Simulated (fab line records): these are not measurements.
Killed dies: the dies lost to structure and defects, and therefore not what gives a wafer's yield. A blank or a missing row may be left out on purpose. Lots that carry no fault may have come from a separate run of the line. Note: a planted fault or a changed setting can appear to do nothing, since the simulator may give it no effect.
Matching of chambers / flow n5_finfet / pecvd-01 running N5_BEOL_M0_SAQP_PECVD_04: 3 sister chambers
The step deposits a-Si from SiH4/He, target thk 60 nm, time 60.2 s. 16 wafers are shown with their chamber, then 8 later ones without.

== WAFERS, EACH WITH ITS CHAMBER ==
wafer=L076.1; chamber=1; showerhead_vpp_V (V)=605; throttle_valve_pct (%)=19.4; showerhead_plenum_p_Torr (Torr)=5.63
wafer=L076.3; chamber=2; showerhead_vpp_V (V)=604; throttle_valve_pct (%)=18.6; showerhead_plenum_p_Torr (Torr)=5.65
wafer=L076.6; chamber=1; showerhead_vpp_V (V)=601; throttle_valve_pct (%)=19.6; showerhead_plenum_p_Torr (Torr)=5.61
wafer=L079.3; chamber=0; showerhead_vpp_V (V)=684; throttle_valve_pct (%)=17.1; showerhead_plenum_p_Torr (Torr)=5.66
wafer=L079.4; chamber=1; showerhead_vpp_V (V)=597; throttle_valve_pct (%)=19.6; showerhead_plenum_p_Torr (Torr)=5.60
wafer=L079.6; chamber=0; showerhead_vpp_V (V)=689; throttle_valve_pct (%)=17.0; showerhead_plenum_p_Torr (Torr)=5.65
wafer=L080.1; chamber=1; showerhead_vpp_V (V)=597; throttle_valve_pct (%)=19.2; showerhead_plenum_p_Torr (Torr)=5.63
wafer=L080.2; chamber=0; showerhead_vpp_V (V)=684; throttle_valve_pct (%)=16.8; showerhead_plenum_p_Torr (Torr)=5.64
wafer=L080.6; chamber=1; showerhead_vpp_V (V)=610; throttle_valve_pct (%)=19.3; showerhead_plenum_p_Torr (Torr)=5.64
wafer=L084.1; chamber=1; showerhead_vpp_V (V)=600; throttle_valve_pct (%)=19.5; showerhead_plenum_p_Torr (Torr)=5.62
wafer=L084.3; chamber=0; showerhead_vpp_V (V)=691; throttle_valve_pct (%)=17.1; showerhead_plenum_p_Torr (Torr)=5.67
wafer=L084.4; chamber=1; showerhead_vpp_V (V)=610; throttle_valve_pct (%)=19.3; showerhead_plenum_p_Torr (Torr)=5.62
wafer=L085.3; chamber=0; showerhead_vpp_V (V)=694; throttle_valve_pct (%)=17.0; showerhead_plenum_p_Torr (Torr)=5.67
wafer=L085.5; chamber=1; showerhead_vpp_V (V)=600; throttle_valve_pct (%)=19.4; showerhead_plenum_p_Torr (Torr)=5.63
wafer=L085.6; chamber=2; showerhead_vpp_V (V)=603; throttle_valve_pct (%)=18.5; showerhead_plenum_p_Torr (Torr)=5.65
wafer=L086.1; chamber=1; showerhead_vpp_V (V)=602; throttle_valve_pct (%)=19.5; showerhead_plenum_p_Torr (Torr)=5.63

SIGNATURES (averages over the wafers above)
reading=showerhead_vpp_V; chamber 0=688.40; chamber 1=602.44; chamber 2=603.50; scatter within a chamber=4.57
reading=throttle_valve_pct; chamber 0=17.000; chamber 1=19.422; chamber 2=18.550; scatter within a chamber=0.13
reading=showerhead_plenum_p_Torr; chamber 0=5.6580; chamber 1=5.6233; chamber 2=5.6500; scatter within a chamber=0.012
Rule: distance of a wafer from a chamber = root of the sum over the readings of ((wafer's reading minus chamber's mean) / reading's scatter) squared. The wafer belongs to the nearest chamber; if the next one is less than 2 further off, it can't be placed. The scatter: the root of (the sum of the squares of (reading less its chamber's mean) over the shown wafers, divided by (wafers less chambers)).

== WAFERS WHOSE CHAMBER IS MISSING ==
wafer=L086.2; showerhead_vpp_V (V)=602; throttle_valve_pct (%)=18.7; showerhead_plenum_p_Torr (Torr)=5.65
wafer=L086.5; showerhead_vpp_V (V)=603; throttle_valve_pct (%)=18.7; showerhead_plenum_p_Torr (Torr)=5.65
wafer=L087.2; showerhead_vpp_V (V)=590; throttle_valve_pct (%)=19.2; showerhead_plenum_p_Torr (Torr)=5.63
wafer=L087.4; showerhead_vpp_V (V)=603; throttle_valve_pct (%)=18.6; showerhead_plenum_p_Torr (Torr)=5.66
wafer=L087.6; showerhead_vpp_V (V)=679; throttle_valve_pct (%)=16.8; showerhead_plenum_p_Torr (Torr)=5.65
wafer=L093.3; showerhead_vpp_V (V)=693; throttle_valve_pct (%)=17.2; showerhead_plenum_p_Torr (Torr)=5.65
wafer=L093.4; showerhead_vpp_V (V)=607; throttle_valve_pct (%)=19.3; showerhead_plenum_p_Torr (Torr)=5.61
wafer=L093.5; showerhead_vpp_V (V)=589; throttle_valve_pct (%)=19.5; showerhead_plenum_p_Torr (Torr)=5.63

== EACH ONE'S CHAMBER ==
wafer=L086.2; from the rows above=2; in truth=2
wafer=L086.5; from the rows above=2; in truth=2
wafer=L087.2; from the rows above=1; in truth=1
wafer=L087.4; from the rows above=2; in truth=2
wafer=L087.6; from the rows above=0; in truth=0
wafer=L093.3; from the rows above=0; in truth=0
wafer=L093.4; from the rows above=1; in truth=1
wafer=L093.5; from the rows above=1; in truth=1
8 of 8 placed correctly. From these rows, 0 cannot be placed. 0 placed wrongly.
